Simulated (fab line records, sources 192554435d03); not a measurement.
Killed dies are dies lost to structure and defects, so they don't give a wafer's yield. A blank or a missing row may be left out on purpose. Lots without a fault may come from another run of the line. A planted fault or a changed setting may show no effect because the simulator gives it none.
Which tool did it? | flow n5_finfet | 9 lots, 24 wafers sampled, at 5 steps of a route of 1938

WHAT THE GAUGES READ, wafer by wafer
N5_HKMG_FIN_INSPECT_61: inspects for defects (macro).
lot  | measured    | on                | raw_defect_count
L786 | day 4 01:53 | defect_inspect-01 | 0 2 2
L788 | day 4 11:22 | defect_inspect-02 | 2 4
L790 | day 5 03:04 | defect_inspect-02 | 2 2
L792 | day 5 19:55 | defect_inspect-02 | 1 0
L794 | day 6 02:59 | defect_inspect-01 | 3 1 1
L795 | day 6 05:52 | defect_inspect-01 | 3 3 2
L796 | day 6 15:05 | defect_inspect-02 | 4 1 2
L797 | day 6 21:34 | defect_inspect-02 | 2 5 1
L805 | day 8 18:28 | defect_inspect-01 | >300 2 2

WHICH TOOL RAN EACH LOT (tool, then ch and the chambers of the sampled wafers, then the start)
lot  | N5_SDB_CUT_ETCH_26              | N5_DUMMY_REMOVAL_STRIP_10         | N5_HKMG_FIN_ALD_74              | N5_HKMG_FIN_ALD_75
L786 | rie_si-05 ch 0,1,2, day 3 21:01 | rie_diel-06 ch 1,2,3, day 4 00:22 | ald_hk-03 ch 0,2,3, day 4 01:17 | ald_hk-03 ch 0,2,3, day 4 01:22
L788 | rie_si-05 ch 0,2, day 4 06:40   | rie_diel-04 ch 1,3, day 4 09:59   | ald_hk-01 ch 0,3, day 4 10:54   | ald_hk-01 ch 0,3, day 4 10:58
L790 | rie_si-01 ch 2,3, day 4 20:56   | rie_diel-04 ch 0,3, day 5 01:40   | ald_hk-01 ch 1,2, day 5 02:35   | ald_hk-01 ch 1,2, day 5 02:40
L792 | rie_si-06 ch 1,2, day 5 15:05   | rie_diel-06 ch 1,3, day 5 18:23   | ald_hk-03 ch 0,1, day 5 19:19   | ald_hk-03 ch 0,1, day 5 19:23
L794 | rie_si-06 ch 1,2,3, day 5 22:17 | rie_diel-03 ch 0,1,2, day 6 01:36 | ald_hk-01 ch 1,2,3, day 6 02:31 | ald_hk-01 ch 1,2,3, day 6 02:36
L795 | rie_si-05 ch 2,3, day 6 00:42   | rie_diel-04 ch 0,1,3, day 6 04:18 | ald_hk-02 ch 0,1,2, day 6 05:16 | ald_hk-02 ch 0,1,2, day 6 05:21
L796 | rie_si-06 ch 1,2,3, day 6 10:04 | rie_diel-04 ch 1,2,3, day 6 13:31 | ald_hk-03 ch 0,1,3, day 6 14:29 | ald_hk-03 ch 0,1,3, day 6 14:34
L797 | rie_si-01 ch 0,3, day 6 16:31   | rie_diel-03 ch 1,3, day 6 20:02   | ald_hk-03 ch 2,3, day 6 20:58   | ald_hk-03 ch 2,3, day 6 21:02
L805 | rie_si-01 ch 0,1,3, day 8 13:14 | rie_diel-04 ch 0,2,3, day 8 17:06 | ald_hk-02 ch 1,2,3, day 8 17:59 | ald_hk-02 ch 1,2,3, day 8 18:04
- N5_SDB_CUT_ETCH_26: etches Si in HBr/Cl2/O2, target depth 129.6 nm, bt time 20 s, time 51.8 s.
- N5_DUMMY_REMOVAL_STRIP_10: strips in N2/H2, time 40 s.
- N5_HKMG_FIN_ALD_74: deposits La2O3, target thk 0.5 nm, pulse time 6 s, co reactant pulse time 1 s.
- N5_HKMG_FIN_ALD_75: deposits Al2O3, target thk 1 nm, co reactant pulse time 1 s.

THE ANSWER, worked out from the rows above alone
Rule: what is usual is taken from the lots themselves. Put in order of their means at a reading, lots are off if they are a third of the lots or fewer, leave a main group of 4 or more, and stand apart from it by a gap of 3 or more times the standard deviation of the main group's means; of several such gaps the widest counts. A main group whose means are all the same, to the digits that the tables above print for the reading, isn't used. A lot without any number at a reading at which 4 lots or more have one is off too. The other lots that the step has rows for count as sound.
No lot is off at any reading shown: from this, nothing can be told.

WHAT THE SIMULATOR HAD PUT IN
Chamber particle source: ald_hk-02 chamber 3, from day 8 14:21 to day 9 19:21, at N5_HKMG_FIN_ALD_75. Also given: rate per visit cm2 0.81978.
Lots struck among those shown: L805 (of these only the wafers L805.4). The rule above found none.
